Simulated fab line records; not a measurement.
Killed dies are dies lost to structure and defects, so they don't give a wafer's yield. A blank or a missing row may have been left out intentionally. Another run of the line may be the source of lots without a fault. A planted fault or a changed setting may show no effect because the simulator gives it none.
Split-lot trial | flow n5 finfet | on a route of 1938 steps: 7 lots, 21 wafers read

## ABOUT THE SPLIT
At N5_BEOL_M11_PECVD_70 (deposits SiO2 from TEOS/O2, target thk 20 nm, time 22.7 s), the setting time s was moved away from the recipe's 22.7 s on 5 of the 21 wafers read, by -9.6% to +14.5%. The other wafers ran this setting at the recipe's value.

## FROM THE SPLIT TO THE READING: what the file shows between them, 13 steps
- N5_BEOL_M11_COAT_59: time 60 s, resist thk 100 nm (also split here: spin rpm)
- N5_BEOL_M11_COAT_60: time 60 s, resist thk 30 nm
- N5_BEOL_M11_COAT_05: resist thk 90 nm
- N5_BEOL_M11_DESCUM_16: chemistry O2, time 7.9 s
- N5_BEOL_M11_ETCH_61: etches SiARC in CF4, target depth 39 nm, time 65 s
- N5_BEOL_M11_ETCH_62: etches SOC in N2/H2, target depth 110 nm, overetch 22 nm, time 165 s
- N5_BEOL_M11_STRIP_68: strips in N2/H2
- N5_BEOL_M11_STRIP_67: strips in CF4
- N5_BEOL_M11_HM_OPEN_17: chemistry Cl2/BCl3, target TiN, target depth 20 nm, overetch 6 nm
- N5_BEOL_M11_VIA_ETCH_34: etches SiCOH lowk in C4F6/O2, target depth 184.5 nm, time 69.2 s (also split here: time s)
- N5_BEOL_M11_STRIP_73: strips in C4F6/O2
- N5_BEOL_M11_STRIP_36: strips in N2/H2
- N5_BEOL_M11_STRIP_77: strips in N2/H2, time 10 s

## THE READING
SiO2_of_BEOL_M11_PECVD_70.thk nm (the simulator's own value, which no gauge read), in nm, at N5_BEOL_M11_HM_STRIP_39 (strips TiN in peroxide tin strip, target depth 25 nm, time 158 s). There is no usual value for it anywhere in the file. The 16 wafers here that ran the recipe average 19.6 nm, standard deviation 0.31 nm.

wafer  | tool, chamber at the split | time s as run, s | against the recipe | SiO2_of_BEOL_M11_PECVD_70.thk nm, nm | against lot-mates on the recipe
L075.2 | pecvd-03, 0                | 22.7             | recipe             | 19.6                                 | -
L075.5 | pecvd-03, 0                | 22.7             | recipe             | 19.6                                 | -
L075.4 | pecvd-03, 2                | 22.7             | recipe             | 19.8                                 | -
L078.1 | pecvd-04, 0                | 22.7             | recipe             | 20                                   | -
L078.3 | pecvd-04, 1                | 20.52            | -9.6%              | 17.4                                 | -2.6
L078.5 | pecvd-04, 1                | 20.52            | -9.6%              | 17.8                                 | -2.2
L081.2 | pecvd-04, 2                | 22.7             | recipe             | 19                                   | -
L081.5 | pecvd-04, 1                | 22.7             | recipe             | 19.8                                 | -
L081.6 | pecvd-04, 2                | 22.7             | recipe             | 19.4                                 | -
L077.4 | pecvd-03, 0                | 25.99            | +14.5%             | 22.4                                 | +2.4
L077.5 | pecvd-03, 1                | 22.7             | recipe             | 20                                   | -
L077.6 | pecvd-03, 2                | 25.99            | +14.5%             | 22.8                                 | +2.8
L082.1 | pecvd-04, 2                | 22.7             | recipe             | 19.2                                 | -
L082.4 | pecvd-04, 2                | 22.7             | recipe             | 19.2                                 | -
L082.5 | pecvd-04, 1                | 22.7             | recipe             | 19.4                                 | -
L084.2 | pecvd-03, 0                | 22.7             | recipe             | 19.2                                 | -
L084.3 | pecvd-03, 2                | 22.7             | recipe             | 19.4                                 | -
L084.6 | pecvd-03, 1                | 22.7             | recipe             | 20                                   | -
L086.1 | pecvd-03, 0                | 24.03            | +5.9%              | 20.6                                 | +1.0
L086.2 | pecvd-03, 2                | 22.7             | recipe             | 19.4                                 | -
L086.3 | pecvd-03, 1                | 22.7             | recipe             | 19.8                                 | -

FIT RESULTS
A straight line over all 21 wafers: SiO2_of_BEOL_M11_PECVD_70.thk nm changes by +0.207 nm for each +1% of time s; r = +0.97; the points scatter about the line by 0.3 nm.
The same after taking each lot's own level away (the mean of its wafers on the recipe; 21 wafers): +0.201 nm for each +1%; r = +0.97; scatter 0.28 nm.
The reading moves by 2.9 nm for the largest change in time s, on that fit.
From 19.27 to 20.00 nm: that is the span of the lots' own levels, equal to 2.3 times the standard deviation above.
The two slopes are in agreement: the lot-to-lot level therefore moves the slope only a little.
Check: +3.07 nm against its lot-mates is what the line predicts for one of the wafers moved furthest among these (+14.5%) when that wafer is left out of the fit. It came out at +2.4 nm against them.

## THE OTHER SPLITS THESE WAFERS WENT THROUGH
Before the reading, these wafers also passed through other splits. Each is held against what the fit with the lots' levels taken away leaves over:
other split on the same wafers | wafers away from the commonest value | r with SiO2_of_BEOL_M11_PECVD_70.thk nm (lot level and that fit taken away)
N5_BEOL_M5_COAT_71 spin rpm    | 10                                   | -0.05
N5_BEOL_M5_COAT_05 spin rpm    | 6                                    | +0.21
N5_BEOL_M5_ETCH_41 source w    | 12                                   | -0.10
N5_BEOL_M6_COAT_22 spin rpm    | 6                                    | +0.06
N5_BEOL_M8_PECVD_70 temp c     | 10                                   | -0.41
N5_BEOL_M11_COAT_59 spin rpm   | 8                                    | +0.27
N5_BEOL_M11_VIA_ETCH_34 time s | 6                                    | +0.07

## THE WHOLE CHAIN: every reading that the file lists as answering this split, in the file's order
step                    | what it does                                                     | reading                                                                           | change (the file's fit)               | r (the file's)
N5_BEOL_M11_PECVD_70    | deposits SiO2 from TEOS/O2, target thk 20 nm, time 22.7 s        | SiO2_of_BEOL_M11_PECVD_70.thk nm (the simulator's own value, which no gauge read) | +0.19 nm for each +1% of the setting  | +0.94
N5_BEOL_M11_HM_STRIP_39 | strips TiN in peroxide tin strip, target depth 25 nm, time 158 s | SiO2_of_BEOL_M11_PECVD_70.thk nm (the simulator's own value, which no gauge read) | +0.198 nm for each +1% of the setting | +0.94

## FILE'S OWN FIT
SiO2_of_BEOL_M11_PECVD_70.thk nm changes by +0.198 nm for each +1% of time s, r = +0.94.
